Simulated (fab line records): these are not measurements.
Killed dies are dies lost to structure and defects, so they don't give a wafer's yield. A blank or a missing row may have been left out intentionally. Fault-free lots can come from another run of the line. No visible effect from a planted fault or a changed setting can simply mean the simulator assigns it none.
fab line records	flow n5Finfet
record lots=4	wafers=12	lastDay=17
route steps=1938 shown BEOL_M4@1099 BEOL_M5@1112 BEOL_M8@1332 PASSIVATION@1936
lots that met no fault: from a run of the same line without faults
startH: the number of hours between the record's first day and the start of the first shown wafer of the lot	waitH: hours since the lot's step before	" as in the row above	L1.1+2: a single row standing in for several wafers	- either no value or no given start	* or withheld: withheld	< > ~ a bound
route shown NAME@n: a module of which the file shows steps, and the number in the route of the first	usual: mean/standard deviation of fault-free wafers	same: alike in all rows	chamber/n: place in a boat	sites: each site's reading	_std_site: their standard deviation	_edge_site: mean of outer sites minus mean of inner sites	radiusMm: how far each site lies from the wafer's centre	mask NAME#n: copy n	behind: tool/chamber where the wafer was last shaped	hold: why the lot went on hold/how many hours it stayed there/how the hold came to an end	device: the transistor (n, p or np) that didn't switch	end of line: the route-end tests of the same wafers	where a step has no rows: the recipe by itself	killed: dies lost to structure and defects at the first sort, not the wafer's yield	map: per-die view of a wafer (x killed, . not killed, _ where there is no die)
set.NAME: setting as actually run; set.NAME@STEP: the setting as run at that earlier step	model.NAME: the simulator's own value behind a step, which no gauge read
a table for each step, a row for each wafer; lots at some steps of the route
services: when a tool's chamber went out of use (startH, in hours from the record's first day, below 0 if earlier), for how many hours, and the reason
## steps
# step N5_BEOL_M4_ANNEAL_95
# recipe tempC=400	timeS=240	ambient=vacuum
# step N5_BEOL_M4_SPUTTER_96
# recipe material=Cu	targetThkA=45	tempC=-20	chamberPressurePa=0.07	powerW=withheld	timeS=8.29
# step N5_BEOL_M4_ECD_50
# recipe material=Cu	targetThkA=3000
# step N5_BEOL_M4_ANNEAL_51
# recipe tempC=225	timeS=90	ambient=N2
# step N5_BEOL_M4_CMP_52
# recipe stopOn=SiOC	tOverpolishS=6.8	downForcePsi=1	platenRpm=50	clearingPlatenDownForcePsi=1.5	clearingPlatenRpm=50	postCmpClean=cuAlkaline	targetThkNm=40	clearingPlatenPadVelocityMS=0.99484	padVelocityMS=0.99484
# step N5_BEOL_M4_PRE_CLEAN_60
# recipe gas=NH3/H2	timeS=15	tempC=*	rfPowerW=300
# step N5_BEOL_M4_CO_CAP_55
# recipe material=Co	targetThkA=20	tempC=200	precursor=CCTBA/H2	pressureTorr=30	timeS=102.1
# step N5_BEOL_M4_PRE_CLEAN_56
# recipe gas=NH3	timeS=15	tempC=withheld	rfPowerW=300
# step N5_BEOL_M4_DEP_57
# recipe material=SiCN	targetThkA=80	tempC=withheld	precursor=3MS/NH3	pressureTorr=3	rfW=202	timeS=14
# step N5_BEOL_M4_RC_MEAS_101
# usual DIBL_N=37.1/1.9	DIBL_P=37.2/2.3	IOFF_N=0.18/0.04	IOFF_P=0.23/0.044	ION_N=682/11	ION_P=468/8.6	SS_N=71.9/0.68	SS_P=73.5/0.74	VT_N=248/3.4	VT_P=-248/3.4
lot.wafer	tool	chamber	startH	waitH	DIBL_N[mV/V]	DIBL_P[mV/V]	IOFF_N[nA/um]	IOFF_P[nA/um]	ION_N[uA/um]	ION_P[uA/um]	SS_N[mV/dec]	SS_P[mV/dec]	VT_N[mV]	VT_P[mV]
L118.2	prober-02	0	170.41	0.2	37.1	35.4	0.15	0.20	676	472	71.3	73.0	251	-250
L118.4	"	0	"	"	37.4	35.7	0.16	0.22	683	470	72.0	73.1	249	-248
L118.5	"	0	"	"	36.1	33.8	0.13	0.18	667	461	71.6	73.3	251	-253
L134.2	prober-02	0	265.80	0.2	36.7	37.1	0.16	0.21	698	477	71.9	73.5	249	-251
L134.4	"	0	"	"	36.0	35.5	0.14	0.19	677	462	71.0	73.0	251	-252
L134.6	"	0	"	"	37.8	38.8	0.18	0.23	687	474	72.7	73.9	247	-250
L135.3	prober-01	0	281.06	0.3	39.5	38.7	0.21	0.29	696	478	71.5	73.5	246	-246
L135.4	"	0	"	"	38.5	36.9	0.18	0.25	687	475	71.7	73.5	248	-248
L135.5	"	0	"	"	37.6	36.2	0.17	0.24	687	472	71.0	73.2	249	-248
L137.2	prober-01	0	293.13	0.2	35.8	37.2	0.17	0.22	677	463	71.2	73.3	246	-248
L137.3	"	0	"	"	41.6	43.4	0.33	0.37	704	475	73.3	75.0	240	-243
L137.4	"	0	"	"	41.4	43.6	0.31	0.36	691	471	73.4	75.4	241	-243
# step N5_BEOL_M5_ILD_DEP_00
# recipe material=SiCOH_lowk	targetThkA=1406.4	tempC=300	precursor=DEMS/porogen	pressureTorr=5	rfW=500	timeS=25.9
# step N5_BEOL_M5_CURE_79
# recipe tempC=385	timeS=240	ambient=He/Ar	material=SiCOH_lowk
# step N5_BEOL_M5_PECVD_70
# recipe material=SiO2	targetThkA=160	tempC=400	precursor=TEOS/O2	pressureTorr=5.5	rfW=450	teosFlowSccm=53.8	gas=O2	flowSccm=3000	timeS=18
# step N5_BEOL_M5_HM_DEP_02
# recipe material=TiN	targetThkA=200	tempC=25	chamberPressurePa=0.49996
# step N5_BEOL_M5_COAT_59
# recipe resist=SOC	tempC=250	timeS=60	spinRpm=1500	resistThkNm=60
# step N5_BEOL_M5_COAT_60
# recipe resist=SiARC	tempC=220	timeS=60	spinRpm=1500	resistThkNm=12
# step N5_BEOL_M5_COAT_71
# recipe resist=underlayer	tempC=205	timeS=60	spinRpm=1500	resistThkNm=5
# step N5_BEOL_M5_COAT_05
# recipe resist=CAR-EUV	spinRpm=1500	resistThkNm=30
# step N5_BEOL_M5_EBR_07
# recipe solvent=PGMEA	ebrWidthMm=1.5
# step N5_BEOL_M5_SOFTBAKE_06
# recipe tempC=110	timeS=60	resist=CAR-EUV
# step N5_BEOL_M5_EXPOSE_08
# recipe maskId=M5	na=0.33	sourceShape=annular	sigmaInner=0.4	sigmaOuter=0.8	polarization=unpolarized	targetCdNm=28	doseMj=35.75
# step N5_BEOL_M5_PEB_09
# recipe pebTempC=100	pebTimeS=60	resist=CAR-EUV
# step N5_BEOL_M5_DEVELOP_10
# recipe developTimeS=30	developer=TMAH	resist=CAR-EUV	rinseLiquid=surfactantRinse	dry=airSpin	devTempC=23
# step N5_BEOL_M5_DESCUM_16
# recipe chemistry=O2	timeS=7	sourcePowerW=50	biasPowerW=20	pressureMtorr=20	rfFrequencyHz=2.712e+07	tempC=40	resist=CAR-EUV	o2FlowSccm=225
# step N5_BEOL_M5_ETCH_72
# recipe chemistry=N2/H2	target=underlayer	targetDepthA=65	maskMaterial=CAR-EUV	timeS=5.2	ionEnergyEv=200	pressureMtorr=30	sourceW=840	biasW=150	n2FlowSccm=200	h2FlowSccm=200	ends=cleared
# step N5_BEOL_M5_ETCH_61
# recipe chemistry=CF4	target=SiARC	targetDepthA=156	maskMaterial=CAR-EUV	timeS=26	ionEnergyEv=80	pressureMtorr=40	sourceW=545	biasW=36	Ar_flow_sccm=100	cf4FlowSccm=100	ends=cleared
# step N5_BEOL_M5_ETCH_62
# recipe chemistry=N2/H2	target=SOC	targetDepthA=750	overetchA=150	maskMaterial=SiARC	tempC=40	timeS=112.5	ionEnergyEv=200	pressureMtorr=30	sourceW=840	biasW=150	n2FlowSccm=200	h2FlowSccm=200
# step N5_BEOL_M5_STRIP_63
# recipe chemistry=N2/H2	tempC=40	n2FlowSccm=200	h2FlowSccm=200	rfFrequencyHz=6e+07
# step N5_BEOL_M5_STRIP_73
# recipe chemistry=N2/H2	tempC=40	n2FlowSccm=200	h2FlowSccm=200	rfFrequencyHz=6e+07
# step N5_BEOL_M5_STRIP_64
# recipe chemistry=CF4	resist=SiARC	powerW=300	biasPowerW=75	pressureMtorr=50	cf4FlowSccm=150	rfFrequencyHz=6e+07
# step N5_BEOL_M5_HM_OPEN_17
# recipe chemistry=Cl2/BCl3	targetDepthA=200	overetchA=60	target=TiN	maskMaterial=SOC	ionEnergyEv=150	pressureMtorr=10	icpW=1000	biasW=126	Cl2_flow_sccm=53.25	bcl3FlowSccm=21.75	Ar_flow_sccm=25
# step N5_BEOL_M5_STRIP_19
# recipe chemistry=O2	powerW=400	tempC=40	pressureMtorr=30	rfFrequencyHz=6e+07	biasPowerW=0	overashFraction=0.2	o2FlowSccm=225
# step N5_BEOL_M5_COAT_65
# recipe resist=SOC	tempC=250	timeS=60	spinRpm=1500	resistThkNm=60
# step N5_BEOL_M5_COAT_66
# recipe resist=SiARC	tempC=220	timeS=60	spinRpm=1500	resistThkNm=12
# step N5_BEOL_M8_ILD_DEP_00
# recipe material=SiCOH_lowk	targetThkA=1797.5	tempC=300	precursor=DEMS/porogen	pressureTorr=5	rfW=500	timeS=33.4
# usual heaterPowerW=308/52	showerheadPlenumPTorr=5.728/0.019	throttleValvePct=14.1/0.76
lot.wafer	tool	chamber	startH	waitH	heaterPowerW	showerheadPlenumPTorr	throttleValvePct	model.SiCOH_lowk_of_BEOL_M8_ILD_DEP_00.thkNm
L118.2	pecvd-01	1	201.30	0.0	215	5.684	15.5	177.4
L118.4	"	1	"	"	224	5.698	15.2	181.2
L118.5	"	2	"	"	325	5.728	14.2	180.2
L134.2	pecvd-01	2	291.11	0.0	287	5.727	13.7	180.6
L134.4	"	0	"	"	347	5.735	13.5	181.2
L134.6	"	2	"	"	287	5.714	13.7	305.8
L135.3	pecvd-01	2	312.61	0.0	287	5.721	13.6	181.6
L135.4	"	1	"	"	282	5.695	15.4	182.2
L135.5	"	0	"	"	387	5.718	13.8	309.2
L137.2	pecvd-02	2	319.12	0.0	287	5.729	13.5	177.4
L137.3	"	0	"	"	365	5.752	15.0	176.2
L137.4	"	2	"	"	285	5.713	13.5	181.4
# step N5_BEOL_M8_THK_MEAS_01
# recipe reads=SiCOH_lowk_of_BEOL_M8_ILD_DEP_00
# usual M8_ILD_THK=154.6/1.9
lot.wafer	tool	chamber	startH	waitH	M8_ILD_THK[nm]
L118.2	filmMetro-02	-	202.36	0.7	152.9
L118.4	"	-	"	"	156.2
L118.5	"	-	"	"	155.5
L134.2	filmMetro-02	-	291.68	0.4	155.9
L134.4	"	-	"	"	156.2
L134.6	"	-	"	"	265.9
L135.3	filmMetro-02	-	313.77	0.5	156.6
L135.4	"	-	"	"	157.2
L135.5	"	-	"	"	268.8
L137.2	filmMetro-02	-	320.53	0.7	152.9
L137.3	"	-	"	"	151.9
L137.4	"	-	"	"	156.4
# step N5_BEOL_M8_CMP_52
# recipe stopOn=SiCOH_lowk	tOverpolishS=6.9	downForcePsi=1	platenRpm=50	clearingPlatenDownForcePsi=1.5	clearingPlatenRpm=50	postCmpClean=cuAlkaline	targetThkNm=80	clearingPlatenPadVelocityMS=0.99484	padVelocityMS=0.99484
# usual headPressurePsi=1.0001/0.0023	motorCurrentA=5.9/0.56
lot.wafer	tool	chamber	startH	waitH	headPressurePsi	motorCurrentA	model.SiCOH_lowk_of_BEOL_M8_ILD_DEP_00.thkNm
L118.4	cmp-04	1	212.67	0.1	0.9985	5.9	153.2
L118.2	"	0	"	"	1.0045	5.3	150
L118.5	"	2	"	"	0.9986	5.2	152.4
L134.2	cmp-03	0	300.14	0.3	1.0030	5.1	152.8
L134.4	"	1	"	"	1.0011	6.0	153.2
L134.6	"	3	"	"	0.9975	7.0	262.6
L135.3	cmp-04	0	318.40	0.2	0.9976	5.3	153.6
L135.4	"	1	"	"	0.9995	5.8	154.2
L135.5	"	3	"	"	1.0014	6.2	265.6
L137.4	cmp-03	0	328.08	0.2	0.9986	5.4	153.4
L137.3	"	1	"	"	1.0013	6.3	149
L137.2	"	2	"	"	1.0032	6.5	149.8
# step N5_PASSIVATION_PROBE_49
# usual defectLimitedYield=91.5/1.4	killed_at_M0_to_M3=32/9.7	killed_at_M4_up=14/5.3	killedAtContacts=11/6	killedAtFrontEnd=39/14	killedAtOther=3.3/2.7	killedDies=100/17	killedOnRim=14/4	killedOpen=66/13	killedShort=32/7.4	sort_bin_4_leakage=0.02/0.16	sort_bin_5_function=4.9/0.9	sort_bin_6_memory=3.2/0.72	sortNPass=1080/17	sortYieldPct=91.5/1.4
# same grossDies=1180	killedAtBackSide=0	sort_bin_8_speed[%]=0
lot.wafer	tool	chamber	startH	waitH	defectLimitedYield[%]	killed_at_M0_to_M3	killed_at_M4_up	killedAtContacts	killedAtFrontEnd	killedAtOther	killedDies	killedOnRim	killedOpen	killedShort	sort_bin_4_leakage[%]	sort_bin_5_function[%]	sort_bin_6_memory[%]	sortNPass	sortYieldPct[%]
L118.2	prober-02	-	277.77	0.1	92.9	29	14	14	26	1	84	12	54	30	0	4.7	2.1	1096	92.9
L118.4	prober-02	-	277.87	0.2	90.0	69	14	7	28	0	118	18	79	35	0	5.8	3.5	1062	90.0
L118.5	prober-02	-	277.92	0.2	90.7	36	15	11	47	1	110	16	67	42	0	5.7	3.4	1070	90.7
L134.2	prober-01	-	367.98	0.1	91.4	29	3	9	57	4	102	15	53	37	0	4.7	2.9	1078	91.4
L134.4	prober-01	-	368.08	0.2	91.8	32	10	11	42	2	97	10	65	30	0	5.6	2.6	1083	91.8
L134.6	prober-01	-	368.18	0.3	0	44	1073	5	57	1	1180	152	60	55	0	95.6	4.1	0	0
L135.3	prober-01	-	382.48	0.1	92.6	27	10	13	35	2	87	10	63	24	0	4.2	2.8	1093	92.6
L135.4	prober-01	-	382.53	0.2	91.3	29	6	9	52	7	103	11	72	31	0	4.4	4.2	1077	91.3
L135.5	prober-01	-	382.58	0.2	0	35	1042	15	84	4	1180	152	107	40	0	94.1	5.6	0	0
L137.2	prober-01	-	397.31	0.1	92.4	22	18	5	42	3	90	12	57	32	0	4.8	2.7	1090	92.4
L137.3	prober-01	-	397.36	0.1	92.1	26	14	7	44	2	93	9	56	36	1.27	4.6	2.9	1072	90.8
L137.4	prober-01	-	397.41	0.2	93.4	27	12	8	29	2	78	6	46	30	0.76	3.9	2.5	1093	92.6
# killed by level:class
L118.2 FIN_SAQP:geometricParticle:open=10 MOL_CONTACT_COAG:geometricParticle:open=9 DUMMY_GATE:geometricParticle:open=7 BEOL_M1:geometricParticle:open=7 BEOL_M0_SAQP:geometricParticle:open=6 BEOL_M5:geometricParticle:short=6 MOL_CONTACT_COAG:geometricParticle:short=5 BEOL_M0_SAQP:geometricParticle:short=5
L118.4 BEOL_M2:geometricParticle:open=20 BEOL_M0_SAQP:geometricParticle:short=12 BEOL_M0_SAQP:geometricParticle:open=11 BEOL_M1:geometricParticle:open=7 BEOL_M3:geometricParticle:open=7 DUMMY_GATE:geometricParticle:open=6 MOL_CONTACT_COAG:geometricParticle:open=6 BEOL_M2:geometricParticle:short=5
L118.5 FIN_SAQP:geometricParticle:open=17 FIN_SAQP:geometricParticle:short=10 BEOL_M0_SAQP:geometricParticle:short=10 BEOL_M2:geometricParticle:open=9 MOL_CONTACT_COAG:geometricParticle:open=8 BEOL_M0_SAQP:geometricParticle:open=8 DUMMY_GATE:geometricParticle:open=6 STI_FIN_REVEAL:geometricParticle:open=5
L134.2 FIN_SAQP:geometricParticle:short=14 FIN_SAQP:geometricParticle:open=8 MOL_CONTACT_COAG:geometricParticle:open=8 BEOL_M0_SAQP:geometricParticle:short=8 BEOL_M0_SAQP:geometricParticle:open=8 HKMG_FIN:areaEtch=8 DUMMY_GATE:geometricParticle:open=7 BEOL_M2:geometricParticle:open=6
L134.4 STI_FIN_REVEAL:geometricParticle:open=13 MOL_CONTACT_COAG:geometricParticle:open=8 BEOL_M0_SAQP:geometricParticle:open=7 FIN_SAQP:geometricParticle:open=6 BEOL_M2:geometricParticle:open=6 BEOL_M0_SAQP:geometricParticle:short=5 FIN_SAQP:geometricParticle:short=3 DUMMY_GATE:geometricParticle:open=3
L134.6 BEOL_M8:areaEtch=1063 FIN_SAQP:geometricParticle:short=20 BEOL_M0_SAQP:geometricParticle:open=17 STI_FIN_REVEAL:geometricParticle:open=13 BEOL_M0_SAQP:geometricParticle:short=11 FIN_SAQP:geometricParticle:open=8 BEOL_M1:geometricParticle:open=4 BEOL_M2:geometricParticle:short=4
L135.3 FIN_SAQP:geometricParticle:open=12 MOL_CONTACT_COAG:geometricParticle:open=12 STI_FIN_REVEAL:geometricParticle:open=7 BEOL_M0_SAQP:geometricParticle:open=6 BEOL_M0_SAQP:geometricParticle:short=6 BEOL_M2:geometricParticle:open=6 DUMMY_GATE:geometricParticle:open=5 FIN_SAQP:geometricParticle:short=4
L135.4 STI_FIN_REVEAL:geometricParticle:open=14 ILD0:geometricParticle:open=9 MOL_CONTACT_COAG:geometricParticle:open=8 BEOL_M0_SAQP:geometricParticle:open=8 BEOL_M3:geometricParticle:open=8 FIN_SAQP:geometricParticle:short=6 FIN_SAQP:geometricParticle:open=6 GATE_CUT:geometricParticle:short=4
L135.5 BEOL_M8:areaEtch=1033 FIN_SAQP:geometricParticle:open=25 STI_FIN_REVEAL:geometricParticle:open=20 MOL_CONTACT_COAG:geometricParticle:open=13 BEOL_M2:geometricParticle:open=10 FIN_SAQP:geometricParticle:short=7 ILD0:geometricParticle:short=6 ILD0:geometricParticle:open=6
L137.2 BEOL_M4:geometricParticle:open=10 BEOL_M3:geometricParticle:open=8 FIN_SAQP:geometricParticle:short=7 DUMMY_GATE:geometricParticle:open=7 FIN_SAQP:geometricParticle:open=6 BEOL_M0_SAQP:geometricParticle:short=6 ILD0:geometricParticle:open=5 MOL_CONTACT_COAG:geometricParticle:open=4
L137.3 STI_FIN_REVEAL:geometricParticle:open=9 BEOL_M3:geometricParticle:open=8 FIN_SAQP:geometricParticle:open=6 BEOL_M0_SAQP:geometricParticle:short=6 BEOL_M4:geometricParticle:open=6 FIN_SAQP:geometricParticle:short=4 STI_FIN_REVEAL:geometricParticle:short=4 DUMMY_GATE:geometricParticle:open=4
L137.4 MOL_CONTACT_COAG:geometricParticle:open=8 BEOL_M3:geometricParticle:open=7 FIN_SAQP:geometricParticle:short=6 BEOL_M0_SAQP:geometricParticle:short=6 FIN_SAQP:geometricParticle:open=4 STI_FIN_REVEAL:geometricParticle:open=4 DUMMY_GATE:geometricParticle:open=3 DUMMY_GATE:geometricParticle:short=3
# map L134.6 (x killed, . not)
_________________xxxxxxxxxxxx________________
______________xxxxxxxxxxxxxxxxxx_____________
___________xxxxxxxxxxxxxxxxxxxxxxxx__________
__________xxxxxxxxxxxxxxxxxxxxxxxxxx_________
________xxxxxxxxxxxxxxxxxxxxxxxxxxxxxx_______
_______xxxxxxxxxxxxxxxxxxxxxxxxxxxxxxxx______
______xxxxxxxxxxxxxxxxxxxxxxxxxxxxxxxxxx_____
_____xxxxxxxxxxxxxxxxxxxxxxxxxxxxxxxxxxxx____
____xxxxxxxxxxxxxxxxxxxxxxxxxxxxxxxxxxxxxx___
___xxxxxxxxxxxxxxxxxxxxxxxxxxxxxxxxxxxxxxxx__
___xxxxxxxxxxxxxxxxxxxxxxxxxxxxxxxxxxxxxxxx__
__xxxxxxxxxxxxxxxxxxxxxxxxxxxxxxxxxxxxxxxxxx_
__xxxxxxxxxxxxxxxxxxxxxxxxxxxxxxxxxxxxxxxxxx_
_xxxxxxxxxxxxxxxxxxxxxxxxxxxxxxxxxxxxxxxxxxxx
_xxxxxxxxxxxxxxxxxxxxxxxxxxxxxxxxxxxxxxxxxxxx
_xxxxxxxxxxxxxxxxxxxxxxxxxxxxxxxxxxxxxxxxxxxx
_xxxxxxxxxxxxxxxxxxxxxxxxxxxxxxxxxxxxxxxxxxxx
_xxxxxxxxxxxxxxxxxxxxxxxxxxxxxxxxxxxxxxxxxxxx
_xxxxxxxxxxxxxxxxxxxxxxxxxxxxxxxxxxxxxxxxxxxx
_xxxxxxxxxxxxxxxxxxxxxxxxxxxxxxxxxxxxxxxxxxxx
_xxxxxxxxxxxxxxxxxxxxxxxxxxxxxxxxxxxxxxxxxxxx
__xxxxxxxxxxxxxxxxxxxxxxxxxxxxxxxxxxxxxxxxxx_
__xxxxxxxxxxxxxxxxxxxxxxxxxxxxxxxxxxxxxxxxxx_
___xxxxxxxxxxxxxxxxxxxxxxxxxxxxxxxxxxxxxxxx__
___xxxxxxxxxxxxxxxxxxxxxxxxxxxxxxxxxxxxxxxx__
____xxxxxxxxxxxxxxxxxxxxxxxxxxxxxxxxxxxxxx___
_____xxxxxxxxxxxxxxxxxxxxxxxxxxxxxxxxxxxx____
______xxxxxxxxxxxxxxxxxxxxxxxxxxxxxxxxxx_____
_______xxxxxxxxxxxxxxxxxxxxxxxxxxxxxxxx______
________xxxxxxxxxxxxxxxxxxxxxxxxxxxxxx_______
__________xxxxxxxxxxxxxxxxxxxxxxxxxx_________
___________xxxxxxxxxxxxxxxxxxxxxxxx__________
______________xxxxxxxxxxxxxxxxxx_____________
_________________xxxxxxxxxxxx________________
# map L135.5 (x killed, . not)
_________________xxxxxxxxxxxx________________
______________xxxxxxxxxxxxxxxxxx_____________
___________xxxxxxxxxxxxxxxxxxxxxxxx__________
__________xxxxxxxxxxxxxxxxxxxxxxxxxx_________
________xxxxxxxxxxxxxxxxxxxxxxxxxxxxxx_______
_______xxxxxxxxxxxxxxxxxxxxxxxxxxxxxxxx______
______xxxxxxxxxxxxxxxxxxxxxxxxxxxxxxxxxx_____
_____xxxxxxxxxxxxxxxxxxxxxxxxxxxxxxxxxxxx____
____xxxxxxxxxxxxxxxxxxxxxxxxxxxxxxxxxxxxxx___
___xxxxxxxxxxxxxxxxxxxxxxxxxxxxxxxxxxxxxxxx__
___xxxxxxxxxxxxxxxxxxxxxxxxxxxxxxxxxxxxxxxx__
__xxxxxxxxxxxxxxxxxxxxxxxxxxxxxxxxxxxxxxxxxx_
__xxxxxxxxxxxxxxxxxxxxxxxxxxxxxxxxxxxxxxxxxx_
_xxxxxxxxxxxxxxxxxxxxxxxxxxxxxxxxxxxxxxxxxxxx
_xxxxxxxxxxxxxxxxxxxxxxxxxxxxxxxxxxxxxxxxxxxx
_xxxxxxxxxxxxxxxxxxxxxxxxxxxxxxxxxxxxxxxxxxxx
_xxxxxxxxxxxxxxxxxxxxxxxxxxxxxxxxxxxxxxxxxxxx
_xxxxxxxxxxxxxxxxxxxxxxxxxxxxxxxxxxxxxxxxxxxx
_xxxxxxxxxxxxxxxxxxxxxxxxxxxxxxxxxxxxxxxxxxxx
_xxxxxxxxxxxxxxxxxxxxxxxxxxxxxxxxxxxxxxxxxxxx
_xxxxxxxxxxxxxxxxxxxxxxxxxxxxxxxxxxxxxxxxxxxx
__xxxxxxxxxxxxxxxxxxxxxxxxxxxxxxxxxxxxxxxxxx_
__xxxxxxxxxxxxxxxxxxxxxxxxxxxxxxxxxxxxxxxxxx_
___xxxxxxxxxxxxxxxxxxxxxxxxxxxxxxxxxxxxxxxx__
___xxxxxxxxxxxxxxxxxxxxxxxxxxxxxxxxxxxxxxxx__
____xxxxxxxxxxxxxxxxxxxxxxxxxxxxxxxxxxxxxx___
_____xxxxxxxxxxxxxxxxxxxxxxxxxxxxxxxxxxxx____
______xxxxxxxxxxxxxxxxxxxxxxxxxxxxxxxxxx_____
_______xxxxxxxxxxxxxxxxxxxxxxxxxxxxxxxx______
________xxxxxxxxxxxxxxxxxxxxxxxxxxxxxx_______
__________xxxxxxxxxxxxxxxxxxxxxxxxxx_________
___________xxxxxxxxxxxxxxxxxxxxxxxx__________
______________xxxxxxxxxxxxxxxxxx_____________
_________________xxxxxxxxxxxx________________
## services
tool	chamber	startH	hours	kind
cmp-03	-	184.14	4.0	pm
cmp-03	-	188.14	-	consumableReplace:conditioner
cmp-03	-	188.14	-	consumableReplace:pad
pecvd-01	2	202.38	-	clean
pecvd-01	2	202.38	-	consumableReplace:showerhead
pecvd-01	2	202.38	29.0	scheduledDown
pecvd-01	2	202.38	29.0	ventCycle
cmp-04	-	219.35	4.8	pm
cmp-04	-	230.39	0.8	repair
pecvd-01	0	232.98	16.5	scheduledDown
cmp-04	-	244.50	5.0	repair
pecvd-02	-	245.16	1.7	repair
cmp-03	-	269.63	1.2	repair
pecvd-02	1	295.01	5.5	scheduledDown
pecvd-01	0	297.92	5.5	scheduledDown
cmp-04	-	320.90	7.0	repair
## key
firstSign step=N5_BEOL_M8_THK_MEAS_01	reading=M8_ILD_THK	direction=up	sigmas=61	usual=154.6	struck=267.4
effect step=N5_PASSIVATION_PROBE_49	reading=killed_at_M4_up	direction=up	sigmas=99+	usual=14	struck=1058
modelEffect step=N5_BEOL_M8_ILD_DEP_00	value=SiCOH_lowk_of_BEOL_M8_ILD_DEP_00.thkNm	without=182.6	struck=307.5
modelEffect step=N5_BEOL_M8_CMP_52	value=SiCOH_lowk_of_BEOL_M8_ILD_DEP_00.thkNm	without=154.5	struck=264.1
moreKillsBornAt N5_BEOL_M8_ETCH_41@rieDiel-05=1063	N5_BEOL_M8_ETCH_41@rieDiel-01=1033
metAt N5_BEOL_M8_ILD_DEP_00
struckWafers L134.6,L135.5
laterRowsLeftOut L134.6,L135.5
onsetBetween 201.30 291.11
fault kind=processParameterDrift	tool=pecvd-01	chamber=-	onsetH=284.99	steps=N5_BEOL_M8_ILD_DEP_00	channel=timeS	offset=*	shape=step	endH=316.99	scope=struckWafersOnly	actsIn=*	stated=*
# laterRowsLeftOut: the simulator's readings of these wafers behind a module that went badly wrong aren't trusted and aren't shown, but for the sort
